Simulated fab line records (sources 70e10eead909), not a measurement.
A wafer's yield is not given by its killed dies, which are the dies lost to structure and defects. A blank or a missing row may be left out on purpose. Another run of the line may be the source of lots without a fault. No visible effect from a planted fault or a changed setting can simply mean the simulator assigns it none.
fab line records	flow nand-harc	part 1 of 2: steps 1 to 28 of 38
record lots=5	wafers=15	last-day=34
route steps=1302 shown A_BONDPAD@1203 HYBRID_BOND@1237
lots that met no fault: taken from a fault-free run of the same line
start-h: start of the lot's first displayed wafer, in hours after the record's first day	wait-h: hours from the lot's prior step to this one	" as in the row above	L1.1+2: a row that stands for several wafers	- either no value or no given start	* or withheld: withheld	< > ~ a bound
route shown NAME@n: names a module that has steps shown in the file, with the first one's number in the route	usual: average and standard deviation across the fault-free wafers	same: alike in all rows	chamber/n: place in a boat	sites: readings site by site	_std_site: the values' standard deviation	_edge_site: mean of outer sites minus mean of inner sites	radius-mm: how far each site lies from the wafer's centre	mask NAME#n: copy n	behind: the last tool/chamber to shape the wafer	hold: why the lot was held/for how many hours/how that ended	device: which transistor (n, p or np) failed to switch	end of line: tests run on the same wafers once the route is complete	step lacking rows: just its recipe	killed: at the first sort, the dies lost to defects and structure; wafer yield is something else	map: the dies of a wafer, with x for killed, . for not killed, _ for no die there
set.NAME: the run value of the setting; set.NAME@STEP: its run value at that earlier step	model.NAME: the simulator's own value behind a step, which no gauge read
lots seen at some steps along the route; tables by step, rows by wafer
services: from which hour (start-h, from the record's first day; less than 0 if before it) a tool's chamber was out of use, for how many hours, and why
## steps
# step NHARC_A_BONDPAD_CMP_29
# recipe target-thk-nm=200	material=SiCN
# usual motor-current-A=11.6/0.92
lot.wafer	tool	chamber	start-h	wait-h	motor-current-A
L085.1	cmp-03	0	623.48	-	12.8
L085.3	"	3	"	"	11.6
L085.5	"	1	"	"	11.0
L093.1	cmp-04	0	717.45	-	11.9
L093.4	"	1	"	"	12.4
L093.6	"	3	"	"	10.6
L092.1	cmp-03	2	719.09	-	10.6
L092.2	"	0	"	"	12.4
L092.6	"	2	"	"	10.9
L095.4	cmp-02	1	734.28	-	12.0
L095.6	"	3	"	"	13.7
L095.5	"	0	"	"	11.1
L097.1	cmp-02	1	773.33	-	11.8
L097.3	"	2	"	"	10.4
L097.5	"	1	"	"	12.2
# step NHARC_A_BONDPAD_THK_MEAS_30
# recipe thk-meas-gauge=ellipsometry
# usual thk-nm=200.2/1.5
lot.wafer	tool	chamber	start-h	wait-h	thk-nm
L085.1	film-metro-02	-	623.73	0.2	199.3
L085.3	"	-	"	"	199.9
L085.5	"	-	"	"	202.4
L093.1	film-metro-01	-	717.64	0.2	199.8
L093.4	"	-	"	"	201.4
L093.6	"	-	"	"	203.7
L092.1	film-metro-02	-	719.32	0.2	199.2
L092.2	"	-	"	"	199.4
L092.6	"	-	"	"	200.9
L095.4	film-metro-02	-	734.48	0.2	201.9
L095.5	"	-	"	"	198.9
L095.6	"	-	"	"	200.0
L097.1	film-metro-01	-	773.58	0.2	197.5
L097.3	"	-	"	"	198.3
L097.5	"	-	"	"	199.8
# step NHARC_A_BONDPAD_SRD_31
lot.wafer	tool	chamber	start-h	wait-h
L085.1+5+3	wet-bench-08	4,5,7	623.77	0.0
L093.4+6+1	wet-bench-08	6,7,1	717.69	0.0
L092.6+2+1	wet-bench-10	0,3,5	719.36	0.0
L095.4+5+6	wet-bench-10	3,5,6	734.53	0.0
L097.3+5+1	wet-bench-08	1,4,6	773.62	0.0
# step NHARC_A_BONDPAD_DEHYDRATE_01
# recipe temp-c=150	time-s=120
lot.wafer	tool	chamber	start-h	wait-h
L085.1+3+5	litho-track-05	0	623.85	0.1
L093.1+4+6	litho-track-03	0	717.77	0.1
L092.1+2+6	litho-track-05	0	719.44	0.1
L095.4+5+6	litho-track-03	0	734.61	0.1
L097.1+3+5	litho-track-07	0	773.70	0.1
# step NHARC_A_BONDPAD_HMDS_02
# recipe time-s=30
lot.wafer	tool	chamber	start-h	wait-h
L085.1+3+5	litho-track-05	0	-	-
L093.1+4+6	litho-track-03	0	-	-
L092.1+2+6	litho-track-05	0	-	-
L095.4+5+6	litho-track-03	0	-	-
L097.1+3+5	litho-track-07	0	-	-
# step NHARC_A_BONDPAD_COAT_33
# recipe temp-c=200	time-s=65
lot.wafer	tool	chamber	start-h	wait-h
L085.1+3+5	litho-track-05	0	-	-
L093.1+4+6	litho-track-03	0	-	-
L092.1+2+6	litho-track-05	0	-	-
L095.4+5+6	litho-track-03	0	-	-
L097.1+3+5	litho-track-07	0	-	-
# step NHARC_A_BONDPAD_COAT_03
# recipe spin-rpm=2000	resist-thk-nm=600
lot.wafer	tool	chamber	start-h	wait-h
L085.1+3+5	litho-track-05	0	-	-
L093.1+4+6	litho-track-03	0	-	-
L092.1+2+6	litho-track-05	0	-	-
L095.4+5+6	litho-track-03	0	-	-
L097.1+3+5	litho-track-07	0	-	-
# step NHARC_A_BONDPAD_SOFTBAKE_04
# recipe temp-c=125	time-s=70
lot.wafer	tool	chamber	start-h	wait-h
L085.1+3+5	litho-track-05	0	-	-
L093.1+4+6	litho-track-03	0	-	-
L092.1+2+6	litho-track-05	0	-	-
L095.4+5+6	litho-track-03	0	-	-
L097.1+3+5	litho-track-07	0	-	-
# step NHARC_A_BONDPAD_EBR_05
lot.wafer	tool	chamber	start-h	wait-h
L085.1+3+5	litho-track-05	0	-	-
L093.1+4+6	litho-track-03	0	-	-
L092.1+2+6	litho-track-05	0	-	-
L095.4+5+6	litho-track-03	0	-	-
L097.1+3+5	litho-track-07	0	-	-
# step NHARC_A_BONDPAD_EXPOSE_06
# recipe na=0.55	dose-mj=36.99	mask-id=A_BPAD
lot.wafer	tool	chamber	start-h	wait-h	mask
L085.1+3+5	krf-scanner-04	0	624.01	-	A_BPAD#0
L093.1+4+6	krf-scanner-04	0	718.06	-	A_BPAD#0
L092.1+2+6	krf-scanner-04	0	719.60	-	A_BPAD#0
L095.4+5+6	krf-scanner-02	0	734.91	-	A_BPAD#0
L097.1+3+5	krf-scanner-03	0	773.99	-	A_BPAD#0
# step NHARC_A_BONDPAD_PEB_07
# recipe peb-temp-c=128	peb-time-s=80
lot.wafer	tool	chamber	start-h	wait-h
L085.1+3+5	litho-track-05	0	624.08	0.1
L093.1+4+6	litho-track-07	0	718.12	0.1
L092.1+2+6	litho-track-07	0	719.67	0.1
L095.4+5+6	litho-track-07	0	734.96	0.0
L097.1+3+5	litho-track-03	0	774.06	0.1
# step NHARC_A_BONDPAD_DEVELOP_08
# recipe time-s=50	dev-temp-c=22
lot.wafer	tool	chamber	start-h	wait-h
L085.1+3+5	litho-track-05	0	-	-
L093.1+4+6	litho-track-07	0	-	-
L092.1+2+6	litho-track-07	0	-	-
L095.4+5+6	litho-track-07	0	-	-
L097.1+3+5	litho-track-03	0	-	-
# step NHARC_A_BONDPAD_CD_MEAS_09
# recipe target-cd-nm=500	landing-energy-ev=500
# usual cd-nm=499.3/1.4
lot.wafer	tool	chamber	start-h	wait-h	cd-nm
L085.1	cd-sem-01	0	624.16	-	500.9
L085.3	"	0	"	"	499.0
L085.5	"	0	"	"	498.4
L093.1	cd-sem-03	0	718.21	-	497.5
L093.4	"	0	"	"	498.4
L093.6	"	0	"	"	500.0
L092.1	cd-sem-01	0	719.75	-	500.0
L092.2	"	0	"	"	499.2
L092.6	"	0	"	"	501.1
L095.4	cd-sem-03	0	735.05	-	501.7
L095.5	"	0	"	"	501.5
L095.6	"	0	"	"	500.6
L097.1	cd-sem-02	0	774.14	-	498.5
L097.3	"	0	"	"	498.8
L097.5	"	0	"	"	497.8
# step NHARC_A_BONDPAD_OVL_MEAS_35
# usual overlay-x-nm=-2/6	overlay-y-nm=1/4.7
lot.wafer	tool	chamber	start-h	wait-h	overlay-x-nm	overlay-y-nm
L085.1	overlay-02	-	624.25	-	-2	-2
L085.3	"	-	"	"	-2	-1
L085.5	"	-	"	"	-1	-2
L093.1	overlay-02	-	718.30	-	-8	4
L093.4	"	-	"	"	-8	4
L093.6	"	-	"	"	-8	4
L092.1	overlay-01	-	719.84	-	-6	5
L092.2	"	-	"	"	-6	6
L092.6	"	-	"	"	-5	6
L095.4	overlay-02	-	735.14	-	-12	6
L095.5	"	-	"	"	-12	7
L095.6	"	-	"	"	-12	6
L097.1	overlay-01	-	774.23	-	-5	4
L097.3	"	-	"	"	-5	4
L097.5	"	-	"	"	-5	4
# step NHARC_A_BONDPAD_HARDBAKE_10
# recipe temp-c=118	time-s=65
lot.wafer	tool	chamber	start-h	wait-h
L085.1+3+5	litho-track-07	0	624.30	0.0
L093.1+4+6	litho-track-03	0	718.34	0.0
L092.1+2+6	litho-track-03	0	719.89	0.0
L095.4+5+6	litho-track-03	0	735.19	0.1
L097.1+3+5	litho-track-03	0	774.28	0.0
# step NHARC_A_BONDPAD_DESCUM_11
# recipe time-s=3	o2-flow-sccm=200	ar-flow-sccm=0	bias-power-w=0	chemistry=O2
# usual drypump-motor-current-A=5.5/0.38	oes-product-au=0.999/0.008	rf-vpp-V=57.7/0.83	showerhead-plenum-p-Torr=1.92/0.097	throttle-valve-pct=11.312/0.0092
lot.wafer	tool	chamber	start-h	wait-h	drypump-motor-current-A	oes-product-au	rf-hours-counter-h	rf-vpp-V	showerhead-plenum-p-Torr	throttle-valve-pct
L085.1	rie-diel-03	1	624.38	-	6.7	0.994	27	56.4	1.79	11.323
L085.3	"	2	"	"	6.0	0.995	24	58.7	1.76	11.294
L085.5	"	1	"	"	6.7	0.992	-	58.3	1.79	11.325
L093.4	rie-diel-05	0	718.42	-	5.2	1.000	3	56.7	2.04	11.308
L093.1	"	3	"	"	5.1	1.008	3	57.0	1.79	11.320
L093.6	"	0	"	"	5.3	0.999	-	58.0	2.04	11.320
L092.1	rie-diel-08	3	719.98	-	5.2	0.995	53	57.5	1.88	11.301
L092.2	"	1	"	"	6.0	0.995	51	58.1	2.04	11.319
L092.6	"	2	"	"	5.2	1.002	-	57.5	1.79	11.309
L095.5	rie-diel-05	2	735.29	-	6.0	1.007	-	57.2	1.92	11.312
L095.6	"	0	"	"	5.3	0.996	-	58.9	2.04	11.306
L095.4	"	1	"	"	5.8	1.008	-	59.4	1.98	11.310
L097.1	rie-diel-05	0	774.35	-	5.2	0.998	0	57.9	2.04	11.302
L097.3	"	2	"	"	6.0	0.983	0	57.8	1.92	11.316
L097.5	"	0	"	"	5.3	1.000	-	59.3	2.04	11.323
# step NHARC_A_BONDPAD_ETCH_34
# recipe target-depth-a=600	overetch-a=180	time-s=65.91	ion-energy-ev=200	n2-flow-sccm=150	h2-flow-sccm=150	ar-flow-sccm=0	rf-w=400	bias-w=150	chemistry=N2/H2
# usual drypump-motor-current-A=5.6/0.37	oes-product-au=0.998/0.0066	rf-vpp-V=431/3.1	showerhead-plenum-p-Torr=2.06/0.11	throttle-valve-pct=14.171/0.009
lot.wafer	tool	chamber	start-h	wait-h	drypump-motor-current-A	oes-product-au	rf-hours-counter-h	rf-vpp-V	showerhead-plenum-p-Torr	throttle-valve-pct
L085.3	rie-diel-03	2	624.46	0.1	6.0	1.002	24	425	1.87	14.183
L085.1	"	3	"	"	6.2	1.003	25	429	2.02	14.159
L085.5	"	2	"	"	6.0	1.005	-	425	1.87	14.176
L093.4	rie-diel-05	0	718.52	0.1	5.3	0.998	3	433	2.18	14.180
L093.1	"	1	"	"	5.7	1.006	4	432	2.12	14.169
L093.6	"	3	"	"	5.1	1.008	-	426	1.91	14.155
L092.1	rie-diel-08	1	720.05	0.1	6.0	0.998	51	435	2.18	14.174
L092.2	"	0	"	"	5.4	0.987	52	426	1.90	14.159
L092.6	"	2	"	"	5.2	0.993	-	425	1.91	14.165
L095.5	rie-diel-05	2	735.39	0.1	6.0	1.001	-	430	2.05	14.171
L095.4	"	0	"	"	5.3	0.997	-	435	2.18	14.179
L095.6	"	1	"	"	5.7	0.996	-	432	2.12	14.179
L097.1	rie-diel-05	0	774.44	0.1	5.2	0.996	0	434	2.18	14.165
L097.3	"	3	"	"	5.1	0.995	0	428	1.91	14.172
L097.5	"	1	"	"	5.7	0.993	-	434	2.12	14.176
# step NHARC_A_BONDPAD_ETCH_12
# recipe target-depth-a=2200	time-s=110	chf3-flow-sccm=50	o2-flow-sccm=10	ar-flow-sccm=200	rf-w=500	bias-w=200	chemistry=CHF3/O2
# usual drypump-motor-current-A=5.6/0.39	oes-product-au=0.946/0.021	rf-vpp-V=371.0/2.7	showerhead-plenum-p-Torr=2.42/0.12	throttle-valve-pct=20.571/0.0085
lot.wafer	tool	chamber	start-h	wait-h	drypump-motor-current-A	oes-product-au	rf-hours-counter-h	rf-vpp-V	showerhead-plenum-p-Torr	throttle-valve-pct
L085.1	rie-diel-03	2	-	-	6.0	0.934	24	365.7	2.22	20.567
L085.3	"	3	"	"	6.2	0.930	25	369.7	2.38	20.589
L085.5	"	0	"	"	5.1	0.937	-	375.3	2.59	20.561
L093.1	rie-diel-05	3	-	-	5.1	0.935	3	368.3	2.26	20.567
L093.4	"	0	"	"	5.3	0.938	3	373.7	2.55	20.583
L093.6	"	2	"	"	5.9	0.934	-	371.0	2.41	20.569
L092.2	rie-diel-08	1	-	-	6.0	0.934	51	373.2	2.55	20.560
L092.1	"	2	"	"	5.2	0.917	54	366.8	2.25	20.560
L092.6	"	0	"	"	5.4	0.915	-	366.6	2.25	20.583
L095.6	rie-diel-05	1	-	-	5.7	0.963	-	371.1	2.49	20.560
L095.5	"	2	"	"	5.9	0.959	-	370.4	2.41	20.579
L095.4	"	0	"	"	5.3	0.954	-	374.0	2.55	20.566
L097.3	rie-diel-05	2	-	-	6.0	0.974	0	370.7	2.41	20.567
L097.1	"	0	"	"	5.2	0.959	0	373.0	2.55	20.548
L097.5	"	2	"	"	6.0	0.980	-	369.6	2.41	20.579
# step NHARC_A_BONDPAD_CD_MEAS_13
# usual cd-nm=498.8/1.4
lot.wafer	tool	chamber	start-h	wait-h	cd-nm
L085.1	cd-sem-03	-	624.69	-	500.8
L085.3	"	-	"	"	498.4
L085.5	"	-	"	"	498.5
L093.1	cd-sem-02	-	718.74	-	496.5
L093.4	"	-	"	"	497.6
L093.6	"	-	"	"	499.2
L092.1	cd-sem-03	-	720.28	-	499.7
L092.2	"	-	"	"	498.9
L092.6	"	-	"	"	500.4
L095.4	cd-sem-03	-	735.63	-	501.1
L095.5	"	-	"	"	500.5
L095.6	"	-	"	"	499.5
L097.1	cd-sem-02	-	774.67	-	497.8
L097.3	"	-	"	"	498.3
L097.5	"	-	"	"	497.0
# step NHARC_A_BONDPAD_STRIP_15
# recipe o2-flow-sccm=500	ar-flow-sccm=0	bias-w=0	chemistry=O2
# usual drypump-motor-current-A=5.7/0.45	oes-product-au=1.000/0.0079	rf-vpp-V=58.0/1	showerhead-plenum-p-Torr=3.56/0.18	throttle-valve-pct=17.036/0.0094
lot.wafer	tool	chamber	start-h	wait-h	drypump-motor-current-A	oes-product-au	rf-hours-counter-h	rf-vpp-V	showerhead-plenum-p-Torr	throttle-valve-pct
L085.3	rie-diel-03	2	624.77	0.1	6.1	1.005	24	56.1	3.27	17.039
L085.1	"	3	"	"	6.2	1.005	25	57.0	3.50	17.022
L085.5	"	2	"	"	6.1	1.006	-	58.9	3.27	17.022
L093.1	rie-diel-05	1	718.81	0.1	5.7	1.003	4	58.3	3.65	17.029
L093.4	"	2	"	"	5.9	1.001	3	57.7	3.54	17.047
L093.6	"	2	"	"	5.9	1.006	-	56.1	3.54	17.032
L092.2	rie-diel-05	2	720.36	0.1	6.0	0.999	3	57.9	3.54	17.041
L092.1	"	3	"	"	5.1	1.011	3	59.2	3.32	17.032
L092.6	"	3	"	"	5.1	0.999	-	57.3	3.32	17.035
L095.4	rie-diel-03	3	735.72	0.1	6.2	0.999	13	57.6	3.49	17.044
L095.5	"	2	"	"	6.1	0.997	-	58.4	3.80	17.037
L095.6	"	3	"	"	6.2	1.002	-	59.2	3.49	17.034
L097.3	rie-diel-03	1	774.74	0.1	6.7	0.999	22	57.5	3.31	17.033
L097.1	"	2	"	"	6.1	1.010	23	59.1	3.79	17.022
L097.5	"	2	"	"	6.1	1.017	-	59.1	3.79	17.038
# step NHARC_A_BONDPAD_ETCH_24
# recipe target-depth-a=300	over-etch-frac=0.3	time-s=72.99	ion-energy-ev=150	cf4-flow-sccm=50	n2-flow-sccm=100	ar-flow-sccm=150	rf-w=300	bias-w=100	chemistry=CF4/N2
# usual drypump-motor-current-A=5.6/0.45	oes-product-au=0.998/0.0068	rf-vpp-V=314.3/2.5	showerhead-plenum-p-Torr=2.64/0.13	throttle-valve-pct=19.794/0.0079
lot.wafer	tool	chamber	start-h	wait-h	drypump-motor-current-A	oes-product-au	rf-hours-counter-h	rf-vpp-V	showerhead-plenum-p-Torr	throttle-valve-pct
L085.1	rie-diel-03	1	-	-	6.7	0.988	27	310.2	2.47	19.790
L085.3	"	3	"	"	6.2	0.993	25	312.7	2.60	19.792
L085.5	"	0	"	"	5.1	0.996	-	315.5	2.83	19.783
L093.1	rie-diel-05	2	-	-	6.0	0.994	3	313.0	2.63	19.797
L093.4	"	3	"	"	5.1	0.996	3	311.6	2.47	19.791
L093.6	"	2	"	"	6.0	0.986	-	312.9	2.63	19.802
L092.2	rie-diel-05	1	-	-	5.7	1.002	4	317.3	2.72	19.788
L092.1	"	0	"	"	5.3	1.001	4	316.9	2.79	19.804
L092.6	"	2	"	"	5.9	0.999	-	314.2	2.63	19.793
L095.4	rie-diel-03	3	-	-	6.2	0.992	13	312.5	2.60	19.787
L095.5	"	3	"	"	6.2	0.995	-	312.9	2.60	19.786
L095.6	"	0	"	"	5.1	1.013	-	318.6	2.82	19.797
L097.3	rie-diel-03	3	-	-	6.2	1.004	20	313.0	2.59	19.797
L097.1	"	1	"	"	6.7	0.990	22	311.3	2.46	19.792
L097.5	"	3	"	"	6.2	1.000	-	315.0	2.59	19.788
# step NHARC_A_BONDPAD_STRIP_16
# recipe time-s=600	temp-c=30	chemistry=post-etch-residue-remover
lot.wafer	tool	chamber	start-h	wait-h
L085.5+1+3	wet-bench-10	7,0,1	625.05	-
L093.1+6+4	wet-bench-08	5,7,0	719.10	-
L092.6+1+2	wet-bench-10	1,3,4	720.65	-
L095.5+6+4	wet-bench-10	7,2,3	735.99	-
L097.3+5+1	wet-bench-10	7,2,4	775.02	-
# step NHARC_A_BONDPAD_DEGAS_25
# recipe temp-c=300	time-s=60
# usual heater-power-w=511/40
lot.wafer	tool	chamber	start-h	wait-h	heater-power-w
L085.3	pvd-sputter-02	-	625.32	-	509
L085.1	"	-	"	"	473
L085.5	"	-	"	"	529
L093.4	pvd-sputter-03	-	719.36	-	487
L093.1	"	-	"	"	520
L093.6	"	-	"	"	526
L092.1	pvd-sputter-02	-	720.92	-	547
L092.2	"	-	"	"	500
L092.6	"	-	"	"	557
L095.4	pvd-sputter-03	-	736.27	-	494
L095.6	"	-	"	"	512
L095.5	"	-	"	"	495
L097.1	pvd-sputter-03	-	775.29	-	515
L097.3	"	-	"	"	477
L097.5	"	-	"	"	529
# step NHARC_A_BONDPAD_PRE_CLEAN_26
# recipe time-s=30	temp-c=280	gas=H2/He
# usual heater-power-w=451/36
lot.wafer	tool	chamber	start-h	wait-h	heater-power-w
L085.1	pvd-sputter-02	-	-	-	434
L085.3	"	-	"	"	462
L085.5	"	-	"	"	468
L093.4	pvd-sputter-03	-	-	-	422
L093.1	"	-	"	"	440
L093.6	"	-	"	"	430
L092.1	pvd-sputter-02	-	-	-	493
L092.2	"	-	"	"	437
L092.6	"	-	"	"	493
L095.4	pvd-sputter-03	-	-	-	438
L095.6	"	-	"	"	422
L095.5	"	-	"	"	461
L097.3	pvd-sputter-03	-	-	-	459
L097.1	"	-	"	"	427
L097.5	"	-	"	"	431
# step NHARC_A_BONDPAD_PVD_17
# recipe target-thk-a=50	bias-v=168.6	power-w=15000	chamber-pressure-pa=0.12	time-s=8.06	substrate-temp-c=50	material=TaN
# usual bias-v=168.5/1.6	throttle-valve-pct=29.9/1.2
lot.wafer	tool	chamber	start-h	wait-h	bias-v	throttle-valve-pct
L085.1	pvd-sputter-02	-	-	-	168.8	32.3
L085.3	"	-	"	"	169.7	30.6
L085.5	"	-	"	"	168.2	29.7
L093.1	pvd-sputter-03	-	-	-	168.2	29.1
L093.4	"	-	"	"	169.2	29.6
L093.6	"	-	"	"	170.4	29.6
L092.1	pvd-sputter-02	-	-	-	167.7	29.0
L092.2	"	-	"	"	170.5	31.9
L092.6	"	-	"	"	168.3	28.6
L095.4	pvd-sputter-03	-	-	-	168.6	29.7
L095.5	"	-	"	"	168.5	29.5
L095.6	"	-	"	"	170.6	29.7
L097.1	pvd-sputter-03	-	-	-	171.0	29.4
L097.3	"	-	"	"	167.9	29.5
L097.5	"	-	"	"	170.5	28.8
# step NHARC_A_BONDPAD_PVD_27
# recipe target-thk-a=300	chamber-pressure-pa=5	power-w=5000	substrate-temp-c=30	time-s=20.49	material=Cu
# usual throttle-valve-pct=30.0/1.1
lot.wafer	tool	chamber	start-h	wait-h	throttle-valve-pct
L085.3	pvd-sputter-02	-	-	-	31.8
L085.1	"	-	"	"	30.8
L085.5	"	-	"	"	30.6
L093.4	pvd-sputter-03	-	-	-	29.7
L093.1	"	-	"	"	28.8
L093.6	"	-	"	"	29.6
L092.1	pvd-sputter-02	-	-	-	31.7
L092.2	"	-	"	"	30.5
L092.6	"	-	"	"	32.0
L095.4	pvd-sputter-03	-	-	-	29.4
L095.6	"	-	"	"	29.0
L095.5	"	-	"	"	29.6
L097.3	pvd-sputter-03	-	-	-	29.9
L097.1	"	-	"	"	29.3
L097.5	"	-	"	"	29.1
# step NHARC_A_BONDPAD_ECD_18
# recipe target-thk-a=4000	bath-temp-c=25	material=Cu
lot.wafer	tool	chamber	start-h	wait-h
L085.1+3+5	ecd-cu-02	1,0,1	625.67	-
L093.1+4+6	ecd-cu-01	0,1,1	719.73	-
L092.2+1+6	ecd-cu-01	0,1,0	721.27	-
L095.4+6+5	ecd-cu-01	1,1,0	736.72	-
L097.1+3+5	ecd-cu-01	0,1,1	775.70	-
# step NHARC_A_BONDPAD_ANNEAL_28
# recipe temp-c=225	time-s=90
# usual wafer_temp_C_max=225.84/0.22
lot.wafer	tool	chamber	start-h	wait-h	wafer_temp_C_max
L085.1	rtp-anneal-01	0	626.17	0.4	225.55
L085.3	"	0	"	"	225.75
L085.5	"	0	"	"	226.07
L093.1	rtp-anneal-01	0	720.10	-	225.91
L093.4	"	0	"	"	225.96
L093.6	"	0	"	"	225.90
L092.1	rtp-anneal-01	0	721.64	-	226.07
L092.2	"	0	"	"	226.07
L092.6	"	0	"	"	225.95
L095.4	rtp-anneal-02	0	737.16	0.4	225.91
L095.5	"	0	"	"	225.89
L095.6	"	0	"	"	225.77
L097.1	rtp-anneal-01	0	776.03	-	225.99
L097.3	"	0	"	"	225.62
L097.5	"	0	"	"	225.82
